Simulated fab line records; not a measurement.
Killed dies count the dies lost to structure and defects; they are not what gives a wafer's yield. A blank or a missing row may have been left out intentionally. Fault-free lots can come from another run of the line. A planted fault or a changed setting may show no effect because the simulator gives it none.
Matching of chambers || flow n5_finfet || 4 sister chambers for N5_BEOL_M9_STRIP_19 on rie_diel-03
The step strips in O2. 7 wafers are shown with their chamber, then 7 later ones without.

== WAFERS PAIRED WITH THEIR CHAMBERS ==
{"wafer": "L079.5", "chamber": 1, "showerhead_plenum_p_Torr (Torr)": 2.21, "throttle_valve_pct (%)": 16.8}
{"wafer": "L082.4", "chamber": 0, "showerhead_plenum_p_Torr (Torr)": 2.07, "throttle_valve_pct (%)": 16.5}
{"wafer": "L086.1", "chamber": 1, "showerhead_plenum_p_Torr (Torr)": 2.20, "throttle_valve_pct (%)": 16.8}
{"wafer": "L086.3", "chamber": 2, "showerhead_plenum_p_Torr (Torr)": 2.18, "throttle_valve_pct (%)": 16.7}
{"wafer": "L086.4", "chamber": 3, "showerhead_plenum_p_Torr (Torr)": 2.06, "throttle_valve_pct (%)": 16.6}
{"wafer": "L088.3", "chamber": 2, "showerhead_plenum_p_Torr (Torr)": 2.18, "throttle_valve_pct (%)": 16.8}
{"wafer": "L088.5", "chamber": 3, "showerhead_plenum_p_Torr (Torr)": 2.06, "throttle_valve_pct (%)": 16.6}

== WAFERS MISSING THEIR CHAMBER ==
{"wafer": "L088.6", "showerhead_plenum_p_Torr (Torr)": 2.18, "throttle_valve_pct (%)": 16.7}
{"wafer": "L091.1", "showerhead_plenum_p_Torr (Torr)": 2.05, "throttle_valve_pct (%)": 16.6}
{"wafer": "L091.4", "showerhead_plenum_p_Torr (Torr)": 2.18, "throttle_valve_pct (%)": 16.7}
{"wafer": "L091.5", "showerhead_plenum_p_Torr (Torr)": 2.05, "throttle_valve_pct (%)": 16.6}
{"wafer": "L096.1", "showerhead_plenum_p_Torr (Torr)": 2.18, "throttle_valve_pct (%)": 16.8}
{"wafer": "L096.2", "showerhead_plenum_p_Torr (Torr)": 2.20, "throttle_valve_pct (%)": 16.9}
{"wafer": "L096.6", "showerhead_plenum_p_Torr (Torr)": 2.18, "throttle_valve_pct (%)": 16.8}

== EACH ONE'S CHAMBER ==
{"wafer": "L088.6", "from the rows above": 2, "in truth": 2}
{"wafer": "L091.1", "from the rows above": 3, "in truth": 3}
{"wafer": "L091.4", "from the rows above": 2, "in truth": 2}
{"wafer": "L091.5", "from the rows above": 3, "in truth": 3}
{"wafer": "L096.1", "from the rows above": 2, "in truth": 2}
{"wafer": "L096.2", "from the rows above": 1, "in truth": 1}
{"wafer": "L096.6", "from the rows above": 2, "in truth": 2}
Placed correctly: 7 of 7. Not placeable from these rows: 0. Wrongly placed: 0.
How it was worked out, from the rows above alone: a wafer's distance from a chamber is the root of the sum, over the readings, of the square of ((its reading less the chamber's mean) divided by the reading's scatter). If the next closest chamber is less than 2 further off than the closest, the wafer can't be placed; otherwise it belongs to the closest. Each chamber's mean is taken over the wafers shown for it. The scatter: take each reading less its chamber's mean, square it, sum over the shown wafers, divide by the number of wafers less the number of chambers, and take the root.
